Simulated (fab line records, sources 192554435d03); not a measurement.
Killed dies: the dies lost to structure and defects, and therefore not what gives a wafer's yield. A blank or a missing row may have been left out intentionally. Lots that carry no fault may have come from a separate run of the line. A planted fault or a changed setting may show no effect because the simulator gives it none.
A lot that was struck, set against a sound lot    flow n5Finfet    15 out of 1938 route steps
Sound: these wafers, L651.1, L651.5, L651.6. Struck: wafer L653.6 (left out: L653.2, L653.5 of the same lot, which were not struck); the cause appears at the end.
For every step that has rows: the tool of each side, followed by ch and its chambers, followed by its first start. Under that, the readings that differ: sound wafers    struck wafers    difference of the means    sigmas: that difference in standard deviations of wafers without a fault.
alike: words and numbers the same on both sides, and readings whose means are apart by under 2 such deviations; not compared: readings that were withheld, readings missing a value for some wafer, numbers with overlapping values and no deviation given by the record, and bounds like >300 which may hide the same value.
Wherever a step has rows on one side only, a row that says differs or no value, or a row with sigmas, the two part there. Non-overlapping numbers with no deviation appear without sigmas and do not part them. A reading that every wafer of one side lacks parts them only if that side has two wafers or more.

N5_BEOL_M8_VIA_ETCH_34: etches SiCOH lowk in C4F6/O2, target depth 125.5 nm, time 50.5 s.
  sound on rieDiel-04 ch 0,1,2, day 10 19:01; struck on rieDiel-01 ch 0, day 11 19:24
  alike: drypumpMotorCurrentA, oesProductAu, rfVppV, showerheadPlenumPTorr, throttleValvePct
  not compared: rfHoursCounterH
then, 2 steps without rows for these wafers: N5_BEOL_M8_STRIP_76 (strips in C4F6/O2); N5_BEOL_M8_STRIP_36 (strips in N2/H2).
N5_BEOL_M8_TRENCH_ETCH_37: etches SiCOH lowk in C4F6/O2, target depth 93.478 nm, time 31.2 s.
  sound: rieDiel-04 ch 0,1,2; struck: rieDiel-01 ch 0
  alike: drypumpMotorCurrentA, oesProductAu, rfVppV, showerheadPlenumPTorr, throttleValvePct
  not compared: rfHoursCounterH
N5_BEOL_M8_ETCH_41: etches SiCN in CH3F/O2, target depth 31.9 nm, time 57.8 s.
  sound: rieDiel-04 ch 0,1,2; struck: rieDiel-01 ch 0
  alike: drypumpMotorCurrentA, oesProductAu, rfVppV, showerheadPlenumPTorr, throttleValvePct
  not compared: rfHoursCounterH
N5_BEOL_M8_STRIP_80: strips in N2/H2, time 10 s.
  sound: rieDiel-04 ch 0,1,2; struck: rieDiel-01 ch 0
  alike: drypumpMotorCurrentA, oesProductAu, rfVppV, showerheadPlenumPTorr, throttleValvePct
  not compared: rfHoursCounterH
N5_BEOL_M8_OCD_MEAS_38:
  sound: ocd-02 at day 10 19:15; struck: ocd-02 at day 11 19:39
  alike: trenchDepthNm
then, 4 steps without rows for these wafers: N5_BEOL_M8_HM_STRIP_39 (strips TiN in peroxide tin strip, target depth 25 nm, time 158 s); N5_BEOL_M8_SRD_40 (time 30 s); N5_BEOL_M8_PRECLEAN_42 (cleans in residue remover, time 60 s); N5_BEOL_M8_SRD_43 (time 30 s).
N5_BEOL_M8_CD_MEAS_35: target cd 40 nm.
  sound: cdSem-01 at day 10 19:25; struck: cdSem-03 at day 11 19:49
  alike: cdNm
N5_BEOL_M8_CURE_75: cures SiCOH lowk, time 120 s.
  sound on uvCure-01 ch 2, day 10 19:27; struck on uvCure-01 ch 2, day 11 20:08
reading         sound              struck  difference  sigmas
runLengthS (s)  178.7 178.7 177.7  207.8   +29.4       +60
  alike: lampPowerPct, wafer_temp_C_max
N5_BEOL_M8_DEGAS_44: time 60 s.
  sound: pvdSputter-03 at day 10 19:56; struck: pvdSputter-03 at day 11 20:38
  alike: heaterPowerW
-- here the record skips 3 days between the struck wafers' starts before and after, leaving off in module BEOL_M8 and picking up in module PASSIVATION (first step shown: number 1936 of the route) --
N5_PASSIVATION_PROBE_49:
  sound: prober-02 at day 13 14:19; struck: prober-01 at day 14 17:25
reading             sound     struck  difference  sigmas
killed_at_M0_to_M3  33 19 33  51      +23         +2
killedAtOther       4 0 1     7       +5          +2
  alike: defectLimitedYield, killed_at_M4_up, killedAtContacts, killedAtFrontEnd, killedDies, killedOpen, killedShort, sort_bin_5_function, sort_bin_6_memory, sortNPass, sortYieldPct

## WHERE THEY PART
First at N5_BEOL_M8_CURE_75; last, within this record, at N5_PASSIVATION_PROBE_49.

WHY: what the simulator had put in
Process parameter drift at N5_BEOL_M8_CURE_75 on uvCure-01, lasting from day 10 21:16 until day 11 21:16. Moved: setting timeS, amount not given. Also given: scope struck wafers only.
